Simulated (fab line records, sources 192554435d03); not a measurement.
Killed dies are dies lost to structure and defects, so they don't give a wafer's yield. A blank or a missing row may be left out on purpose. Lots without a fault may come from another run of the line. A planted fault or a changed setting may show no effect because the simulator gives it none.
One fault seen from 3 desks | flow n5_finfet | each desk has only its own numbers; what lay behind them comes last

THE TOOL OWNER'S DESK: litho_track-03
The tool's own readings at N5_BEOL_M14_COAT_65 (time 60 s, resist thk 450 nm): means of the sampled wafers that have a number, for each lot that ran on this tool. A lot is out of limits, marked OUT, if its mean lies more than 4 standard deviations from the usual mean; the brackets give that distance.
Columns: A = dispense_pressure_kPa at N5_BEOL_M14_COAT_65, usual 49.0 kPa; B = spin_speed_rpm at N5_BEOL_M14_COAT_65, usual 1500.1 rpm
lot  | first seen here | A    | B
L586 | day 12 00:47    | 48.5 | 1501.5
L591 | day 12 15:14    | 48.5 | 1647.5 (+99 or more) OUT
L593 | day 13 15:11    | 48.5 | 1646.0 (+99 or more) OUT
L603 | day 16 09:25    | 48.5 | 1499.8
L606 | day 16 23:55    | 48.5 | 1500.3
This desk's finding: out of limits on L591, L593; first on L591, day 12 15:14 (spin_speed_rpm at N5_BEOL_M14_COAT_65). In limits: L586, L603, L606.

THE METROLOGY DESK
What the gauges read, lot by lot, whatever tool the lot ran on: means of the sampled wafers that have a number. A lot is out of limits, marked OUT, if its mean lies more than 4 standard deviations from the usual mean; the brackets give that distance.
Columns: A = cd_nm at N5_BEOL_M14_CD_MEAS_10, usual 250.8 nm; B = V13_OVL at N5_BEOL_M14_OVL_MEAS_11, usual -3 nm; C = cd_nm at N5_BEOL_M14_CD_MEAS_17, usual 251.9 nm
lot  | first seen here | A     | B  | C
L586 | day 12 00:08    | 248.3 | -1 | 249.2
L591 | day 12 14:40    | 251.1 | 3  | 252.4
L593 | day 13 14:37    | 249.4 | -7 | 251.0
L603 | day 16 08:48    | 249.7 | -1 | 250.7
L606 | day 16 23:22    | 251.3 | -1 | 251.3
L608 | day 17 20:36    | 250.2 | -2 | 251.5
This desk's finding: nothing out of limits on any of the 6 lots.

THE DEFECT DESK
What the inspections along the route counted, lot by lot: means of the sampled wafers that have a number. A lot is out of limits, marked OUT, if its mean lies more than 4 standard deviations from the usual mean; the brackets give that distance.
Columns: A = raw_defect_count at N5_BEOL_M14_INSPECT_12, usual 2.1
lot  | first seen here | A
L586 | day 12 00:12    | 0.7
L591 | day 12 14:44    | 2.0
L593 | day 13 14:40    | 2.0
L603 | day 16 08:51    | 4.3
L606 | day 16 23:25    | 2.3
L608 | day 17 20:39    | 2.0
This desk's finding: nothing out of limits on any of the 6 lots.

PUT TOGETHER
The tool owner's desk could have raised an alarm at day 12 15:14, on L591, L593.
The metrology desk saw nothing out of limits.
The defect desk saw nothing out of limits.
The metrology desk has L591, L593 on record, within its limits.
The defect desk has L591, L593 on record, within its limits.
Of the lots named, all ran N5_BEOL_M14_COAT_65 on litho_track-03.

WHAT THE SIMULATOR HAD PUT IN
Process parameter drift: litho_track-03, from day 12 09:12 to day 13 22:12, at N5_BEOL_M14_COAT_65. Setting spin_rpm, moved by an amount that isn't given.
Lots struck among those shown: L591, L593.
Hours from the fault's start to each desk's first reading out of limits: the tool owner's desk, 6.
